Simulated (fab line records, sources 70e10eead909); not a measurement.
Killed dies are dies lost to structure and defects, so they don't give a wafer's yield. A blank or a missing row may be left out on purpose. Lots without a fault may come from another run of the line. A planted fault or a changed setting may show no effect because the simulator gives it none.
fab line records | flow nand_harc
record lots=13 wafers=39 last_day=24
route steps=1159 shown A_CONTACT@915 THIN_TSV@1128 END@1159
lots that met no fault: from a run of the same line without faults
start_h: hours from the record's first day to the start of the lot's first wafer shown | wait_h: hours since the lot's step before | " the same as in the row above | L1.1+2: a row that stands for several wafers | - no value, or no start given | * or withheld: withheld | < > ~ a bound
route shown NAME@n: a module of which the file shows steps, and the number in the route of the first | usual: mean/standard deviation of fault-free wafers | same: alike in all rows | chamber/n: place in a boat | sites: the reading at each site | _std_site: their standard deviation | _edge_site: outer sites' mean less inner sites' | radius_mm: how far each site lies from the wafer's centre | mask NAME#n: copy n | behind: the tool/chamber that last shaped the wafer | hold: why the lot was held/for how many hours/how that ended | device: the transistor (n, p or np) that didn't switch | end of line: the same wafers' tests at the end of the route | a step without rows: its recipe alone | killed: dies lost to structure and defects at the first sort, not the wafer's yield | map: a wafer's dies, x killed, . not, _ none there
set.NAME: the setting as run; set.NAME@STEP: as run at that earlier step | model.NAME: the simulator's own value behind a step, which no gauge read
steps of the route over a sample of lots; a table a step, a row a wafer
services: from which hour (start_h, from the record's first day; less than 0 if before it) a tool's chamber was out of use, for how many hours, and why
## steps
# step NHARC_A_CONTACT_ETCH_97
# recipe target_depth_a=200 over_etch_frac=0.5 time_s=10 ion_energy_ev=250 c4f6_flow_sccm=25 o2_flow_sccm=20 ar_flow_sccm=500 rf_w=600 bias_w=500 chemistry=C4F6/O2
# usual c4f6_flow_sccm=25.01/0.073 drypump_motor_current_A=5.8/0.39 oes_product_au=0.967/0.026 rf_vpp_V=547.4/2.5 showerhead_plenum_p_Torr=3.95/0.12 throttle_valve_pct=26.903/0.0092
# columns lot.wafer tool chamber start_h wait_h c4f6_flow_sccm drypump_motor_current_A oes_product_au rf_hours_counter_h rf_vpp_V showerhead_plenum_p_Torr throttle_valve_pct
L892.2 rie_diel-07 1 383.68 - 24.92 6.0 0.942 51 546.2 3.92 26.904
L892.6 " 0 " " 25.15 6.3 0.938 - 546.3 3.86 26.899
L892.5 " 1 " " 25.06 6.1 0.934 - 546.0 3.92 26.899
L890.1 rie_diel-05 1 385.06 - 25.00 5.2 0.929 8 548.1 4.01 26.896
L890.3 " 3 " " 25.08 5.4 0.951 7 548.3 3.89 26.903
L890.5 " 2 " " 25.07 6.4 0.949 - 543.4 3.74 26.903
L895.2 rie_diel-13 3 394.50 - 25.00 5.6 0.960 41 552.2 4.09 26.905
L895.3 " 0 " " 25.02 5.7 0.968 44 551.3 4.16 26.889
L895.6 " 3 " " 24.97 5.6 0.961 - 552.1 4.09 26.902
L897.2 rie_diel-07 3 416.43 - 25.10 5.8 1.012 1 546.9 3.97 26.915
L897.3 " 1 " " 24.84 6.1 0.982 0 547.5 3.91 26.900
L897.4 " 2 " " 24.99 5.9 1.028 1 545.5 3.91 26.905
L894.2 rie_diel-05 1 417.26 - 25.10 5.2 0.938 15 549.2 4.00 26.905
L894.3 " 0 " " 25.01 5.4 0.957 15 548.3 3.99 26.897
L894.6 " 2 " " 24.91 6.4 0.950 - 542.1 3.73 26.894
L898.2 rie_diel-05 2 424.21 - 24.80 6.4 0.977 16 543.2 3.73 26.911
L898.3 " 0 " " 25.15 5.4 0.925 16 546.4 3.99 26.892
L898.5 " 2 " " 25.00 6.4 0.957 - 543.7 3.73 26.897
L899.1 rie_diel-05 1 438.86 0.1 25.13 5.2 0.945 17 548.8 4.00 26.920
L899.5 " 2 " " 25.01 6.5 0.964 - 543.7 3.73 26.905
L899.6 " 0 " " 25.09 5.4 0.964 - 549.8 3.99 26.923
L908.2 rie_diel-05 3 471.81 - 25.10 5.4 0.962 27 545.3 3.88 26.909
L908.4 " 1 " " 25.09 5.2 0.950 28 547.1 3.99 26.882
L908.5 " 3 " " 25.10 5.4 0.955 - 545.6 3.88 26.888
L909.3 rie_diel-07 2 474.60 - 25.01 5.9 1.019 23 546.6 3.90 26.896
L909.4 " 3 " " 25.10 5.8 1.013 25 547.4 3.95 26.900
L909.5 " 2 " " 24.99 5.9 1.019 - 546.5 3.90 26.912
L907.1 rie_diel-07 3 476.19 - 25.00 5.8 0.958 25 546.4 3.95 26.903
L907.4 " 1 " " 24.96 6.0 0.912 24 546.9 3.90 26.892
L907.3 " 2 " " 24.89 5.9 0.964 24 546.0 3.90 26.898
L912.1 rie_diel-05 1 504.24 - 25.02 5.2 0.941 33 547.7 3.99 26.902
L912.3 " 2 " " 24.95 6.4 0.978 32 542.8 3.72 26.910
L912.4 " 3 " " 25.01 5.4 0.959 32 547.2 3.87 26.899
L910.1 rie_diel-05 2 509.07 - 25.11 6.4 0.971 34 542.2 3.72 26.897
L910.4 " 0 " " 24.91 5.4 0.973 34 547.7 3.98 26.886
L910.5 " 2 " " 25.01 6.4 0.960 - 542.9 3.72 26.926
L913.3 rie_diel-13 3 512.69 - 25.04 5.6 0.964 18 549.3 4.07 26.913
L913.2 " 1 " " 25.16 5.6 0.949 18 549.4 4.06 26.886
L913.6 " 0 " " 24.96 5.6 0.941 - 551.3 4.13 26.900
# step NHARC_THIN_TSV_PRE_CLEAN_50
# recipe time_s=30 temp_c=280 gas=H2/He
# usual heater_power_w=396/22
# columns lot.wafer tool chamber start_h wait_h heater_power_w
L892.2 pvd_sputter-03 - - - 387
L892.5 " - " " 417
L892.6 " - " " 372
L890.3 pvd_sputter-03 - - - 422
L890.1 " - " " 392
L890.5 " - " " 417
L895.2 pvd_sputter-03 - - - 402
L895.3 " - " " 382
L895.6 " - " " 390
L894.3 pvd_sputter-01 - - - 358
L894.2 " - " " 416
L894.6 " - " " 419
L897.2 pvd_sputter-01 - - - 359
L897.4 " - " " 407
L897.3 " - " " 419
L898.3 pvd_sputter-01 - - - 358
L898.2 " - " " 406
L898.5 " - " " 357
L899.1 pvd_sputter-01 - - - 417
L899.6 " - " " 428
L899.5 " - " " 363
L908.4 pvd_sputter-02 - - - 401
L908.2 " - " " 421
L908.5 " - " " 390
L909.4 pvd_sputter-02 - - - 422
L909.3 " - " " 392
L909.5 " - " " 399
L907.1 pvd_sputter-01 - - - 361
L907.4 " - " " 421
L907.3 " - " " 384
L912.1 pvd_sputter-01 - - - 370
L912.4 " - " " 421
L912.3 " - " " 431
L910.4 pvd_sputter-01 - - - 360
L910.1 " - " " 415
L910.5 " - " " 423
L913.3 pvd_sputter-01 - - - 380
L913.2 " - " " 355
L913.6 " - " " 417
# step NHARC_THIN_TSV_PVD_19
# recipe target_thk_a=200 chamber_pressure_pa=5 material=TaN
# usual chamber_pressure_pa=5.001/0.01 throttle_valve_pct=30.1/1.4
# columns lot.wafer tool chamber start_h wait_h chamber_pressure_pa throttle_valve_pct
L892.2 pvd_sputter-03 - - - 4.997 29.0
L892.6 " - " " 5.009 29.3
L892.5 " - " " 5.004 31.0
L890.3 pvd_sputter-03 - - - 5.014 28.8
L890.1 " - " " 5.014 31.1
L890.5 " - " " 5.009 30.6
L895.3 pvd_sputter-03 - - - 4.999 29.5
L895.2 " - " " 4.988 28.8
L895.6 " - " " 4.990 31.2
L894.3 pvd_sputter-01 - - - 4.998 31.7
L894.2 " - " " 5.005 29.8
L894.6 " - " " 5.000 31.3
L897.3 pvd_sputter-01 - - - 4.986 28.9
L897.4 " - " " 4.991 27.7
L897.2 " - " " 4.989 31.8
L898.2 pvd_sputter-01 - - - 4.990 28.1
L898.3 " - " " 4.976 31.6
L898.5 " - " " 5.007 29.0
L899.1 pvd_sputter-01 - - - 5.008 29.2
L899.6 " - " " 4.983 31.9
L899.5 " - " " 5.015 30.0
L908.2 pvd_sputter-02 - - - 5.007 29.6
L908.4 " - " " 4.993 29.2
L908.5 " - " " 5.014 29.6
L909.3 pvd_sputter-02 - - - 4.989 32.8
L909.4 " - " " 4.990 29.9
L909.5 " - " " 5.000 29.8
L907.4 pvd_sputter-01 - - - 4.992 31.7
L907.3 " - " " 5.009 28.6
L907.1 " - " " 5.006 28.4
L912.4 pvd_sputter-01 - - - 4.983 31.7
L912.3 " - " " 5.010 29.8
L912.1 " - " " 4.998 28.7
L910.4 pvd_sputter-01 - - - 5.009 28.4
L910.1 " - " " 5.013 31.6
L910.5 " - " " 4.996 28.3
L913.3 pvd_sputter-01 - - - 5.009 28.4
L913.2 " - " " 5.002 31.7
L913.6 " - " " 4.999 28.6
# step NHARC_THIN_TSV_CD_MEAS_37
# usual cd_nm=5001/3.8
# columns lot.wafer tool chamber start_h wait_h cd_nm
L892.2 cd_sem-01 - 434.23 - 5006
L892.5 " - " " 5006
L892.6 " - " " 5005
L890.1 cd_sem-02 - 435.86 - 5001
L890.3 " - " " 5004
L890.5 " - " " 5005
L895.2 cd_sem-01 - 442.12 - 4999
L895.3 " - " " 4999
L895.6 " - " " 4999
L894.2 cd_sem-01 - 469.67 - 5001
L894.3 " - " " 4996
L894.6 " - " " 5002
L897.2 cd_sem-02 - 470.95 - 4994
L897.3 " - " " 4995
L897.4 " - " " 4998
L898.2 cd_sem-01 - 477.66 - 5002
L898.3 " - " " 5004
L898.5 " - " " 5004
L899.1 cd_sem-02 - 493.08 - 5001
L899.5 " - " " 5007
L899.6 " - " " 5002
L908.2 cd_sem-01 - 532.57 - 5002
L908.4 " - " " 4998
L908.5 " - " " 5000
L909.3 cd_sem-01 - 534.71 - 5007
L909.4 " - " " 4996
L909.5 " - " " 5004
L907.1 cd_sem-01 - 535.93 - 5001
L907.3 " - " " 5001
L907.4 " - " " 4996
L912.1 cd_sem-02 - 552.67 - 4998
L912.3 " - " " 5005
L912.4 " - " " 4996
L910.1 cd_sem-03 - 558.37 - 4999
L910.4 " - " " 4991
L910.5 " - " " 4999
L913.2 cd_sem-03 - 559.51 - 5001
L913.3 " - " " 5006
L913.6 " - " " 4997
# step NHARC_END_SORT_01
# recipe temp_c=25
# usual killed_at_array=29/11 killed_at_other=0.5/0.89 killed_at_periphery=3.3/2 killed_dies=32/11 killed_open=3.1/1.9 killed_short=2.3/1.6
# same gross_dies=677
# columns lot.wafer tool chamber start_h wait_h killed_at_array killed_at_other killed_at_periphery killed_dies killed_open killed_short
L892.2 prober-01 0 441.92 2.8 12 0 2 14 3 4
L892.5 prober-01 0 444.30 3.7 16 0 2 18 4 2
L892.6 prober-01 0 445.09 4.0 16 0 5 21 2 4
L890.1 prober-01 0 448.89 2.5 15 0 4 19 2 2
L890.3 prober-01 0 450.47 3.1 15 0 1 16 3 0
L890.5 prober-01 0 452.05 3.7 19 0 5 24 4 3
L895.2 prober-01 0 457.43 2.8 12 1 5 18 1 4
L895.3 prober-01 0 458.24 3.1 11 2 4 17 1 2
L895.6 prober-01 0 460.65 4.0 17 0 0 17 3 3
L897.2 prober-02 0 479.19 2.8 42 0 8 50 4 3
L897.3 prober-02 0 479.98 3.1 33 3 3 39 0 1
L897.4 prober-02 0 480.78 3.4 44 0 1 45 2 1
L894.2 prober-01 0 479.19 2.8 31 1 2 34 3 1
L894.3 prober-01 0 479.99 3.1 32 0 5 37 1 1
L894.6 prober-01 0 482.41 4.0 40 3 1 44 1 4
L898.2 prober-02 0 487.02 2.8 27 1 1 29 2 4
L898.3 prober-02 0 487.82 3.1 29 2 1 32 2 2
L898.5 prober-02 0 489.42 3.7 34 0 2 36 4 2
L899.1 prober-01 0 501.60 2.5 13 1 7 21 3 2
L899.5 prober-01 0 504.79 3.7 16 2 5 23 8 3
L899.6 prober-01 0 505.59 4.0 15 0 3 18 4 5
L908.2 prober-02 0 539.57 2.8 56 0 1 57 1 3
L908.4 prober-02 0 541.18 3.4 45 1 1 47 2 4
L908.5 prober-02 0 541.98 3.7 39 0 4 43 5 1
L909.3 prober-02 0 548.21 3.1 91 1 2 94 2 3
L909.4 prober-02 0 549.00 3.4 54 0 4 58 7 1
L909.5 prober-02 0 549.79 3.7 107 0 2 109 9 1
L907.1 prober-01 0 554.27 2.5 19 0 5 24 4 4
L907.3 prober-01 0 555.88 3.1 67 0 8 75 3 3
L907.4 prober-01 0 556.69 3.4 16 0 3 19 2 5
L912.1 prober-01 0 562.03 2.4 33 0 6 39 4 1
L912.3 prober-01 0 563.62 3.1 28 0 5 33 0 0
L912.4 prober-01 0 564.42 3.4 34 0 7 41 2 2
L913.2 prober-02 0 566.66 2.8 35 1 5 41 6 3
L913.3 prober-02 0 567.45 3.1 44 1 5 50 4 3
L913.6 prober-02 0 569.84 4.0 34 6 3 43 2 0
L910.1 prober-01 0 569.83 2.5 47 0 7 54 4 4
L910.4 prober-01 0 572.29 3.5 39 0 3 42 1 1
L910.5 prober-01 0 573.11 3.8 32 0 4 36 4 0
# killed by level:class
L892.2 A_CHANNEL_HOLE_D1:chamber_film_flake=3 A_SGD_CUT:chamber_film_flake=3 A_CHANNEL_FILL_D1:geometric_particle:short=2 P_STI:geometric_particle:open=1 P_CONTACT:geometric_particle:short=1 A_ONON_D1:geometric_particle:short=1 A_CHANNEL_FILL_D1:geometric_particle:open=1 A_BLC:geometric_particle:open=1
L892.5 A_CHANNEL_HOLE_D1:chamber_film_flake=3 A_SGD_CUT:chamber_film_flake=3 A_SLIT:chamber_film_flake=3 A_M0:geometric_particle:open=2 A_STAIRCASE:chamber_film_flake=2 P_CONTACT:geometric_particle:short=1 P_CONTACT:geometric_particle:open=1 A_WL_FILL:geometric_particle:open=1
L892.6 A_SGD_CUT:chamber_film_flake=5 A_CHANNEL_HOLE_D1:chamber_film_flake=4 A_CONTACT:chamber_film_flake=3 P_M0:geometric_particle:open=2 P_STI:chamber_film_flake=2 P_GATE:geometric_particle:short=1 A_SOURCE_PLATE:geometric_particle:short=1 A_ONON_D1:geometric_particle:short=1
L890.1 A_SLIT:chamber_film_flake=8 P_STI:chamber_film_flake=2 A_CHANNEL_HOLE_D1:chamber_film_flake=2 P_M0:geometric_particle:open=1 A_WL_FILL:geometric_particle:short=1 A_CONTACT:geometric_particle:short=1 A_CONTACT:geometric_particle:open=1 P_ZERO_WELL:chamber_film_flake=1
L890.3 A_SLIT:chamber_film_flake=9 A_WL_FILL:chamber_film_flake=2 P_GATE:geometric_particle:open=1 A_ONON_D1:geometric_particle:open=1 A_CONTACT:geometric_particle:open=1 A_CONTACT:chamber_film_flake=1 A_M0:chamber_film_flake=1
L890.5 A_SLIT:chamber_film_flake=6 P_STI:chamber_film_flake=4 A_CHANNEL_FILL_D1:geometric_particle:short=3 A_CHANNEL_FILL_D1:geometric_particle:open=2 A_CHANNEL_HOLE_D1:chamber_film_flake=2 A_CONTACT:chamber_film_flake=2 A_ONON_D1:geometric_particle:open=1 A_CONTACT:geometric_particle:open=1
L895.2 A_WL_FILL:chamber_film_flake=6 P_M2:geometric_particle:short=2 A_WL_FILL:geometric_particle:short=2 A_STAIRCASE:chamber_film_flake=2 A_WL_FILL:geometric_particle:open=1 P_ZERO_WELL:chamber_film_flake=1 P_STI:chamber_film_flake=1 P_GATE:chamber_film_flake=1
L895.3 A_CHANNEL_HOLE_D1:chamber_film_flake=4 P_ZERO_WELL:chamber_film_flake=3 A_CONTACT:chamber_film_flake=2 THIN_TSV:chamber_film_flake=2 A_SGD_CUT:geometric_particle:short=1 A_CONTACT:geometric_particle:open=1 A_CONTACT:geometric_particle:short=1 P_GATE:chamber_film_flake=1
L895.6 A_WL_FILL:chamber_film_flake=4 A_CHANNEL_HOLE_D1:chamber_film_flake=3 A_WL_FILL:geometric_particle:short=2 A_CONTACT:geometric_particle:open=2 A_CONTACT:chamber_film_flake=2 A_SOURCE_PLATE:geometric_particle:open=1 A_BLC:geometric_particle:short=1 A_STAIRCASE:chamber_film_flake=1
L897.2 A_CHANNEL_HOLE_D1:chamber_film_flake=16 A_SLIT:chamber_film_flake=9 A_CONTACT:chamber_film_flake=4 P_GATE:chamber_film_flake=3 A_STAIRCASE:chamber_film_flake=3 P_BONDPAD:chamber_film_flake=2 A_SGD_CUT:chamber_film_flake=2 P_CONTACT:geometric_particle:short=1
L894.2 A_CHANNEL_HOLE_D1:chamber_film_flake=13 A_SLIT:chamber_film_flake=8 A_STAIRCASE:chamber_film_flake=4 P_STI:geometric_particle:open=1 P_M0:geometric_particle:open=1 A_SGD_CUT:geometric_particle:short=1 A_BLC:geometric_particle:open=1 A_CHANNEL_FILL_D1:chamber_film_flake=1
L897.3 A_SLIT:chamber_film_flake=15 A_CHANNEL_HOLE_D1:chamber_film_flake=10 A_SGD_CUT:chamber_film_flake=3 THIN_TSV:chamber_film_flake=3 A_STAIRCASE:chamber_film_flake=2 A_CONTACT:chamber_film_flake=2 P_CONTACT:geometric_particle:short=1 P_ZERO_WELL:chamber_film_flake=1
L894.3 A_CHANNEL_HOLE_D1:chamber_film_flake=16 A_SLIT:chamber_film_flake=9 A_STAIRCASE:chamber_film_flake=4 P_M0:chamber_film_flake=3 P_CONTACT:geometric_particle:open=1 A_SOURCE_PLATE:geometric_particle:short=1 P_CONTACT:chamber_film_flake=1 A_WL_FILL:chamber_film_flake=1
L897.4 A_CHANNEL_HOLE_D1:chamber_film_flake=19 A_SLIT:chamber_film_flake=12 A_STAIRCASE:chamber_film_flake=5 A_CHANNEL_FILL_D1:chamber_film_flake=2 A_WL_FILL:chamber_film_flake=2 A_CONTACT:geometric_particle:short=1 A_CONTACT:geometric_particle:open=1 A_M0:geometric_particle:open=1
L894.6 A_CHANNEL_HOLE_D1:chamber_film_flake=16 A_SLIT:chamber_film_flake=9 A_STAIRCASE:chamber_film_flake=4 A_CONTACT:chamber_film_flake=3 THIN_TSV:chamber_film_flake=3 A_WL_FILL:chamber_film_flake=2 P_GATE:geometric_particle:short=1 A_CHANNEL_HOLE_D1:geometric_particle:open=1
L898.2 A_CHANNEL_HOLE_D1:chamber_film_flake=16 A_CONTACT:chamber_film_flake=3 A_CONTACT:geometric_particle:short=2 A_WL_FILL:chamber_film_flake=2 A_SOURCE_PLATE:geometric_particle:short=1 A_SOURCE_PLATE:geometric_particle:open=1 A_ONON_D1:geometric_particle:short=1 A_CHANNEL_HOLE_D1:geometric_particle:open=1
L898.3 A_CHANNEL_HOLE_D1:chamber_film_flake=18 A_WL_FILL:chamber_film_flake=3 A_CONTACT:chamber_film_flake=3 A_WL_FILL:geometric_particle:short=2 A_STAIRCASE:chamber_film_flake=2 THIN_TSV:chamber_film_flake=2 P_M0:geometric_particle:open=1 A_CONTACT:geometric_particle:open=1
L898.5 A_CHANNEL_HOLE_D1:chamber_film_flake=24 A_CONTACT:chamber_film_flake=3 A_CONTACT:geometric_particle:open=2 A_WL_FILL:chamber_film_flake=2 P_STI:geometric_particle:open=1 P_M2:geometric_particle:open=1 A_ONON_D1:geometric_particle:short=1 A_WL_FILL:geometric_particle:short=1
L899.1 A_CONTACT:chamber_film_flake=5 P_M2:chamber_film_flake=4 A_BLC:geometric_particle:open=2 P_STI:chamber_film_flake=2 A_STAIRCASE:chamber_film_flake=2 A_WL_FILL:geometric_particle:open=1 A_CONTACT:geometric_particle:short=1 A_M1:geometric_particle:short=1
L899.5 A_CHANNEL_HOLE_D1:chamber_film_flake=3 A_CONTACT:chamber_film_flake=3 A_WL_FILL:geometric_particle:short=2 P_CONTACT:chamber_film_flake=2 P_M2:chamber_film_flake=2 THIN_TSV:chamber_film_flake=2 P_M0:geometric_particle:open=1 A_ONON_D1:geometric_particle:open=1
L899.6 A_CHANNEL_HOLE_D1:chamber_film_flake=3 A_CONTACT:chamber_film_flake=2 P_M2:chamber_film_flake=2 P_M0:geometric_particle:open=1 A_ONON_D1:geometric_particle:short=1 A_CHANNEL_HOLE_D1:geometric_particle:short=1 A_CHANNEL_FILL_D1:geometric_particle:open=1 A_WL_FILL:geometric_particle:short=1
L908.2 A_CHANNEL_HOLE_D1:chamber_film_flake=34 A_SLIT:chamber_film_flake=13 A_STAIRCASE:chamber_film_flake=3 A_CONTACT:chamber_film_flake=2 A_ONON_D1:geometric_particle:short=1 A_SGD_CUT:geometric_particle:open=1 A_WL_FILL:geometric_particle:short=1 A_CONTACT:geometric_particle:short=1
L908.4 A_CHANNEL_HOLE_D1:chamber_film_flake=21 A_SLIT:chamber_film_flake=16 A_CHANNEL_FILL_D1:geometric_particle:short=2 A_WL_FILL:chamber_film_flake=2 A_WL_FILL:geometric_particle:open=1 A_CONTACT:geometric_particle:open=1 A_M1:geometric_particle:short=1 P_STI:chamber_film_flake=1
L908.5 A_CHANNEL_HOLE_D1:chamber_film_flake=15 A_SLIT:chamber_film_flake=14 A_CONTACT:chamber_film_flake=5 A_CONTACT:geometric_particle:open=3 P_STI:geometric_particle:open=1 P_GATE:geometric_particle:open=1 A_ONON_D1:geometric_particle:short=1 P_STI:chamber_film_flake=1
L909.3 A_CONTACT:unspecified=51 A_CHANNEL_HOLE_D1:chamber_film_flake=20 A_SLIT:chamber_film_flake=12 A_STAIRCASE:chamber_film_flake=3 A_CONTACT:chamber_film_flake=2 P_STI:geometric_particle:short=1 A_CHANNEL_FILL_D1:geometric_particle:open=1 A_SGD_CUT:geometric_particle:short=1
L909.4 A_CHANNEL_HOLE_D1:chamber_film_flake=24 A_SLIT:chamber_film_flake=18 A_STAIRCASE:chamber_film_flake=5 P_M0:geometric_particle:open=2 A_CONTACT:geometric_particle:open=2 A_WL_FILL:chamber_film_flake=2 P_GATE:geometric_particle:open=1 P_CONTACT:geometric_particle:open=1
L909.5 A_CONTACT:unspecified=50 A_CHANNEL_HOLE_D1:chamber_film_flake=24 A_SLIT:chamber_film_flake=15 A_STAIRCASE:chamber_film_flake=7 A_WL_FILL:geometric_particle:open=2 A_CONTACT:geometric_particle:open=2 A_M0:geometric_particle:open=2 P_CONTACT:geometric_particle:open=1
L907.1 A_CHANNEL_HOLE_D1:chamber_film_flake=7 P_ZERO_WELL:chamber_film_flake=3 A_STAIRCASE:chamber_film_flake=3 A_CONTACT:geometric_particle:open=2 A_M1:chamber_film_flake=2 P_GATE:geometric_particle:open=1 A_CHANNEL_HOLE_D1:geometric_particle:open=1 A_SLIT:geometric_particle:short=1
L907.3 A_CONTACT:unspecified=52 A_CHANNEL_HOLE_D1:chamber_film_flake=5 P_ZERO_WELL:chamber_film_flake=4 A_WL_FILL:geometric_particle:short=3 A_M1:chamber_film_flake=3 A_CONTACT:geometric_particle:open=2 P_STI:chamber_film_flake=2 P_GATE:chamber_film_flake=2
L907.4 A_CHANNEL_HOLE_D1:chamber_film_flake=7 A_STAIRCASE:chamber_film_flake=3 A_WL_FILL:geometric_particle:short=2 P_GATE:geometric_particle:short=1 P_M0:geometric_particle:open=1 A_CONTACT:geometric_particle:short=1 A_BLC:geometric_particle:short=1 A_BLC:geometric_particle:open=1
L912.1 A_SLIT:chamber_film_flake=19 A_CHANNEL_HOLE_D1:chamber_film_flake=6 P_ZERO_WELL:chamber_film_flake=3 A_CONTACT:geometric_particle:open=2 A_STAIRCASE:chamber_film_flake=2 A_CONTACT:chamber_film_flake=2 P_GATE:geometric_particle:open=1 A_WL_FILL:geometric_particle:short=1
L912.3 A_SLIT:chamber_film_flake=15 A_CHANNEL_HOLE_D1:chamber_film_flake=6 P_ZERO_WELL:chamber_film_flake=4 A_STAIRCASE:chamber_film_flake=4 A_CONTACT:chamber_film_flake=3 P_M1:chamber_film_flake=1
L912.4 A_SLIT:chamber_film_flake=18 A_CHANNEL_HOLE_D1:chamber_film_flake=9 P_ZERO_WELL:chamber_film_flake=5 A_STAIRCASE:chamber_film_flake=2 P_M0:geometric_particle:open=1 A_ONON_D1:geometric_particle:short=1 A_CHANNEL_FILL_D1:geometric_particle:short=1 A_M0:geometric_particle:open=1
L913.2 A_SLIT:chamber_film_flake=13 A_CHANNEL_HOLE_D1:chamber_film_flake=9 A_STAIRCASE:chamber_film_flake=5 A_CONTACT:geometric_particle:open=2 P_STI:chamber_film_flake=2 P_GATE:geometric_particle:open=1 P_M1:geometric_particle:short=1 A_ONON_D1:geometric_particle:short=1
L913.3 A_STAIRCASE:chamber_film_flake=16 A_SLIT:chamber_film_flake=14 A_CHANNEL_HOLE_D1:chamber_film_flake=8 A_BLC:geometric_particle:open=2 P_GATE:chamber_film_flake=2 P_M1:chamber_film_flake=2 P_GATE:geometric_particle:short=1 A_ONON_D1:geometric_particle:short=1
L910.1 A_SLIT:chamber_film_flake=22 A_CHANNEL_HOLE_D1:chamber_film_flake=10 A_CONTACT:chamber_film_flake=6 P_GATE:chamber_film_flake=5 A_STAIRCASE:chamber_film_flake=2 P_STI:geometric_particle:short=1 P_M0:geometric_particle:short=1 A_SOURCE_PLATE:geometric_particle:open=1
L913.6 A_SLIT:chamber_film_flake=14 A_STAIRCASE:chamber_film_flake=9 A_CHANNEL_HOLE_D1:chamber_film_flake=6 THIN_TSV:chamber_film_flake=5 P_M1:chamber_film_flake=2 A_CONTACT:chamber_film_flake=2 A_CONTACT:geometric_particle:open=1 STARTING-WAFER:geometric_particle:open=1
L910.4 A_SLIT:chamber_film_flake=17 A_CHANNEL_HOLE_D1:chamber_film_flake=9 A_WL_FILL:chamber_film_flake=4 P_GATE:chamber_film_flake=3 A_CONTACT:chamber_film_flake=3 A_BLC:chamber_film_flake=2 A_CHANNEL_FILL_D1:geometric_particle:short=1 A_SGD_CUT:geometric_particle:open=1
L910.5 A_SLIT:chamber_film_flake=11 A_CHANNEL_HOLE_D1:chamber_film_flake=8 A_CONTACT:chamber_film_flake=8 P_GATE:chamber_film_flake=4 A_CHANNEL_HOLE_D1:geometric_particle:open=1 A_CHANNEL_FILL_D1:geometric_particle:open=1 A_STAIRCASE:geometric_particle:open=1 A_BLC:geometric_particle:open=1
## services
# columns tool chamber start_h hours kind
rie_diel-05 0 374.29 - clean
rie_diel-05 1 374.29 - clean
rie_diel-05 2 374.29 - clean
rie_diel-05 3 374.29 - clean
rie_diel-13 - 377.73 0.4 repair
pvd_sputter-02 - 392.03 10.0 pm
rie_diel-05 1 392.31 2.7 repair
rie_diel-05 0 398.94 - clean
rie_diel-05 1 398.94 - clean
rie_diel-05 2 398.94 - clean
rie_diel-07 - 405.27 9.0 pm
rie_diel-05 3 429.14 11.9 repair
rie_diel-13 - 453.44 9.0 pm
pvd_sputter-03 - 458.15 10.0 pm
pvd_sputter-01 - 460.96 2.0 repair
pvd_sputter-02 - 462.66 7.2 repair
rie_diel-07 - 489.58 0.3 repair
rie_diel-07 1 512.87 5.5 repair
pvd_sputter-01 - 514.00 10.0 pm
rie_diel-05 - 517.79 9.0 pm
rie_diel-13 2 535.28 2.2 repair
rie_diel-07 1 542.35 4.5 repair
rie_diel-05 - 542.61 0.6 repair
pvd_sputter-02 - 546.82 19.6 repair
## key
first_sign step=NHARC_END_SORT_01 reading=killed_dies direction=up sigmas=5.4 usual=32 struck=93
effect step=NHARC_END_SORT_01 reading=killed_at_array direction=up sigmas=5.4 usual=29 struck=88
more_kills_born_at NHARC_A_CONTACT_ETCH_97@rie_diel-07=153
met_at NHARC_A_CONTACT_ETCH_97
struck_lots L907,L909
struck_wafers L907.3,L909.3,L909.5
tester_left_out L907,L909
not_acting_at NHARC_THIN_TSV_PRE_CLEAN_50,NHARC_THIN_TSV_PVD_19,NHARC_THIN_TSV_CD_MEAS_37
onset_between 416.43 474.60
fault kind=chamber_particle_source tool=rie_diel-07 chamber=2 onset_h=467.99 steps=NHARC_A_CONTACT_ETCH_97 rate_per_visit_cm2=0.51249 end_h=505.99
# tester_left_out: of these lots the tester's yield and bins aren't shown, on N5 and GAA mostly nor the transistor test; their killed dies are dies lost to structure and defects alone, not to doping, threshold or leakage, so they don't give the yield
